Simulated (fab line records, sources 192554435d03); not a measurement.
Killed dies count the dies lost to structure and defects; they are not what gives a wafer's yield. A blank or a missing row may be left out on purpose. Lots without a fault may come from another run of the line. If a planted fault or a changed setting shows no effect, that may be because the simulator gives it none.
Split-lot study :: flow n5 finfet :: 39 wafers read from 7 lots, route of 1938 steps

THE SPLIT
At N5_BEOL_M6_TRENCH_ETCH_37 (etches SiCOH lowk in C4F6/O2, target depth 94.435 nm, time 31.5 s), the setting time s was moved away from the recipe's 31.5 s on 15 of the 39 wafers read, by -38.7% to +54.4%. The other wafers ran this setting at the recipe's value.

FROM THE SPLIT TO THE READING: what the file shows between them, 8 steps
- N5_BEOL_M6_ETCH_41: etches SiCN in CH3F/O2, target depth 29.7 nm, time 52 s
- N5_BEOL_M6_STRIP_80: strips in N2/H2, time 10 s
- N5_BEOL_M6_OCD_MEAS_38
- N5_BEOL_M6_HM_STRIP_39: strips TiN in peroxide tin strip, target depth 25 nm, time 158 s
- N5_BEOL_M6_SRD_40: time 30 s
- N5_BEOL_M6_ECD_50: material Cu, target thk 300 nm
- N5_BEOL_M6_ANNEAL_51: time 90 s
- N5_BEOL_M6_CMP_52: polishes, stops on SiCOH lowk, t overpolish 6.9 s, target thk 80 nm

THE READING
M6_THK, in nm, at N5_BEOL_M6_THK_MEAS_53 (measures by xrf). Typical for fault-free wafers on this fab line: 79.7 nm, with standard deviation 1.6 nm.

wafer: L079.1
tool, chamber at the split: rie diel-04, 2
time s as run, s: 23.32
against the recipe: -26.0%
M6_THK, nm: 53.8
against lot-mates on the recipe: -27.8

wafer: L079.2
tool, chamber at the split: rie diel-04, 1
time s as run, s: 31.5
against the recipe: recipe
M6_THK, nm: 82.3
against lot-mates on the recipe: -

wafer: L079.3
tool, chamber at the split: rie diel-04, 0
time s as run, s: 31.5
against the recipe: recipe
M6_THK, nm: 80.8
against lot-mates on the recipe: -

wafer: L079.4
tool, chamber at the split: rie diel-04, 3
time s as run, s: 23.32
against the recipe: -26.0%
M6_THK, nm: 55.5
against lot-mates on the recipe: -26.1

wafer: L079.5
tool, chamber at the split: rie diel-04, 0
time s as run, s: 23.32
against the recipe: -26.0%
M6_THK, nm: 55.9
against lot-mates on the recipe: -25.7

wafer: L079.6
tool, chamber at the split: rie diel-04, 1
time s as run, s: 31.5
against the recipe: recipe
M6_THK, nm: 81.8
against lot-mates on the recipe: -

wafer: L082.1
tool, chamber at the split: rie diel-02, 3
time s as run, s: 31.5
against the recipe: recipe
M6_THK, nm: 82.5
against lot-mates on the recipe: -

wafer: L082.2
tool, chamber at the split: rie diel-02, 1
time s as run, s: 31.5
against the recipe: recipe
M6_THK, nm: 78.6
against lot-mates on the recipe: -

wafer: L082.3
tool, chamber at the split: rie diel-02, 0
time s as run, s: 19.31
against the recipe: -38.7%
M6_THK, nm: 43.3
against lot-mates on the recipe: -36.8

wafer: L082.4
tool, chamber at the split: rie diel-02, 2
time s as run, s: 19.31
against the recipe: -38.7%
M6_THK, nm: 43.2
against lot-mates on the recipe: -36.9

wafer: L082.5
tool, chamber at the split: rie diel-02, 0
time s as run, s: 19.31
against the recipe: -38.7%
M6_THK, nm: 43.9
against lot-mates on the recipe: -36.2

wafer: L082.6
tool, chamber at the split: rie diel-02, 1
time s as run, s: 31.5
against the recipe: recipe
M6_THK, nm: 79.1
against lot-mates on the recipe: -

wafer: L083.1
tool, chamber at the split: rie diel-03, 1
time s as run, s: 31.5
against the recipe: recipe
M6_THK, nm: 78.2
against lot-mates on the recipe: -

wafer: L083.2
tool, chamber at the split: rie diel-03, 2
time s as run, s: 31.5
against the recipe: recipe
M6_THK, nm: 78.6
against lot-mates on the recipe: -

wafer: L083.3
tool, chamber at the split: rie diel-03, 0
time s as run, s: 37.51
against the recipe: +19.1%
M6_THK, nm: 95.9
against lot-mates on the recipe: +17.6

wafer: L083.4
tool, chamber at the split: rie diel-03, 3
time s as run, s: 31.5
against the recipe: recipe
M6_THK, nm: 78.2
against lot-mates on the recipe: -

wafer: L083.5
tool, chamber at the split: rie diel-03, 3
time s as run, s: 37.51
against the recipe: +19.1%
M6_THK, nm: 97.6
against lot-mates on the recipe: +19.3

wafer: L083.6
tool, chamber at the split: rie diel-03, 0
time s as run, s: 37.51
against the recipe: +19.1%
M6_THK, nm: 96.2
against lot-mates on the recipe: +17.9

wafer: L081.1
tool, chamber at the split: rie diel-02, 0
time s as run, s: 31.5
against the recipe: recipe
M6_THK, nm: 78.7
against lot-mates on the recipe: -

wafer: L081.2
tool, chamber at the split: rie diel-02, 1
time s as run, s: 31.5
against the recipe: recipe
M6_THK, nm: 78.3
against lot-mates on the recipe: -

wafer: L081.4
tool, chamber at the split: rie diel-02, 3
time s as run, s: 31.5
against the recipe: recipe
M6_THK, nm: 81.9
against lot-mates on the recipe: -

wafer: L085.1
tool, chamber at the split: rie diel-04, 1
time s as run, s: 48.63
against the recipe: +54.4%
M6_THK, nm: 135.2
against lot-mates on the recipe: +55.9

wafer: L085.2
tool, chamber at the split: rie diel-04, 0
time s as run, s: 31.5
against the recipe: recipe
M6_THK, nm: 79.8
against lot-mates on the recipe: -

wafer: L085.3
tool, chamber at the split: rie diel-04, 2
time s as run, s: 31.5
against the recipe: recipe
M6_THK, nm: 78.2
against lot-mates on the recipe: -

wafer: L085.4
tool, chamber at the split: rie diel-04, 3
time s as run, s: 48.63
against the recipe: +54.4%
M6_THK, nm: 129.5
against lot-mates on the recipe: +50.2

wafer: L085.5
tool, chamber at the split: rie diel-04, 3
time s as run, s: 31.5
against the recipe: recipe
M6_THK, nm: 80.0
against lot-mates on the recipe: -

wafer: L085.6
tool, chamber at the split: rie diel-04, 0
time s as run, s: 48.63
against the recipe: +54.4%
M6_THK, nm: 132.1
against lot-mates on the recipe: +52.8

wafer: L091.1
tool, chamber at the split: rie diel-04, 2
time s as run, s: 31.5
against the recipe: recipe
M6_THK, nm: 76.6
against lot-mates on the recipe: -

wafer: L091.2
tool, chamber at the split: rie diel-04, 0
time s as run, s: 31.5
against the recipe: recipe
M6_THK, nm: 80.7
against lot-mates on the recipe: -

wafer: L091.3
tool, chamber at the split: rie diel-04, 1
time s as run, s: 31.5
against the recipe: recipe
M6_THK, nm: 82.7
against lot-mates on the recipe: -

wafer: L091.4
tool, chamber at the split: rie diel-04, 3
time s as run, s: 31.5
against the recipe: recipe
M6_THK, nm: 80.1
against lot-mates on the recipe: -

wafer: L091.5
tool, chamber at the split: rie diel-04, 2
time s as run, s: 31.5
against the recipe: recipe
M6_THK, nm: 78.9
against lot-mates on the recipe: -

wafer: L091.6
tool, chamber at the split: rie diel-04, 3
time s as run, s: 31.5
against the recipe: recipe
M6_THK, nm: 79.7
against lot-mates on the recipe: -

wafer: L095.1
tool, chamber at the split: rie diel-04, 2
time s as run, s: 46.93
against the recipe: +49.0%
M6_THK, nm: 123.1
against lot-mates on the recipe: +42.3

wafer: L095.2
tool, chamber at the split: rie diel-04, 0
time s as run, s: 31.5
against the recipe: recipe
M6_THK, nm: 80.5
against lot-mates on the recipe: -

wafer: L095.3
tool, chamber at the split: rie diel-04, 3
time s as run, s: 31.5
against the recipe: recipe
M6_THK, nm: 80.7
against lot-mates on the recipe: -

wafer: L095.4
tool, chamber at the split: rie diel-04, 1
time s as run, s: 46.93
against the recipe: +49.0%
M6_THK, nm: 129.8
against lot-mates on the recipe: +49.0

wafer: L095.5
tool, chamber at the split: rie diel-04, 1
time s as run, s: 31.5
against the recipe: recipe
M6_THK, nm: 81.2
against lot-mates on the recipe: -

wafer: L095.6
tool, chamber at the split: rie diel-04, 0
time s as run, s: 46.93
against the recipe: +49.0%
M6_THK, nm: 126.3
against lot-mates on the recipe: +45.5

THE FIT
A straight line over all 39 wafers: M6_THK changes by +0.95 nm for each +1% of time s; r = +1.00; the points scatter about the line by 1.7 nm.
The same after taking each lot's own level away (the mean of its wafers on the recipe; 39 wafers): +0.96 nm for each +1%; r = +1.00; scatter 1.6 nm.
That fit puts the effect of the largest move of time s on the reading at 52 nm.
Measured against the standard deviation above, the lots' own levels, which go from 78.33 to 81.63 nm, span 2.1 times it.
So the lot-to-lot level changes the slope little: the two slopes agree.
Check: for one of the wafers moved furthest among these (+54.4%), held out of the fit, the line's prediction against its lot-mates is +51.5 nm. Against them it came out at +55.9 nm.

THE WHOLE CHAIN: every reading that the file lists as answering this split, in the file's order
step: N5_BEOL_M6_TRENCH_ETCH_37
what it does: etches SiCOH lowk in C4F6/O2, target depth 94.435 nm, time 31.5 s
reading: BEOL_M6.feature depth nm (the simulator's own value, which no gauge read)
change (the file's fit): +0.974 nm for each +1% of the setting
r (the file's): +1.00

step: N5_BEOL_M6_TRENCH_ETCH_37
what it does: etches SiCOH lowk in C4F6/O2, target depth 94.435 nm, time 31.5 s
reading: etch.depth nm (the simulator's own value, which no gauge read)
change (the file's fit): +0.975 nm for each +1% of the setting
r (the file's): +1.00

step: N5_BEOL_M6_TRENCH_ETCH_37
what it does: etches SiCOH lowk in C4F6/O2, target depth 94.435 nm, time 31.5 s
reading: TiN_of_BEOL_M6_HM_DEP_02.thk nm (the simulator's own value, which no gauge read)
change (the file's fit): -0.0259 nm for each +1% of the setting
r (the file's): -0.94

step: N5_BEOL_M6_OCD_MEAS_38
what it does: 
reading: trench depth nm
change (the file's fit): +0.976 nm for each +1% of the setting
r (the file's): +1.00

step: N5_BEOL_M6_CMP_52
what it does: polishes, stops on SiCOH lowk, t overpolish 6.9 s, target thk 80 nm
reading: Cu_of_BEOL_M6_ECD_50.thk nm (the simulator's own value, which no gauge read)
change (the file's fit): +0.975 nm for each +1% of the setting
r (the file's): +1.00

step: N5_BEOL_M6_THK_MEAS_53
what it does: measures by xrf
reading: M6_THK
change (the file's fit): +0.959 for each +1% of the setting
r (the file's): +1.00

step: N5_BEOL_M6_RS_MEAS_57
what it does: measures by four-point-probe
reading: M6_RS
change (the file's fit): not straight: 0.598 at the lowest setting, 0.282 at the recipe, 0.159 at the highest
r (the file's): not given

FILE'S OWN FIT
M6_THK changes by +0.959 nm for each +1% of time s, r = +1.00.
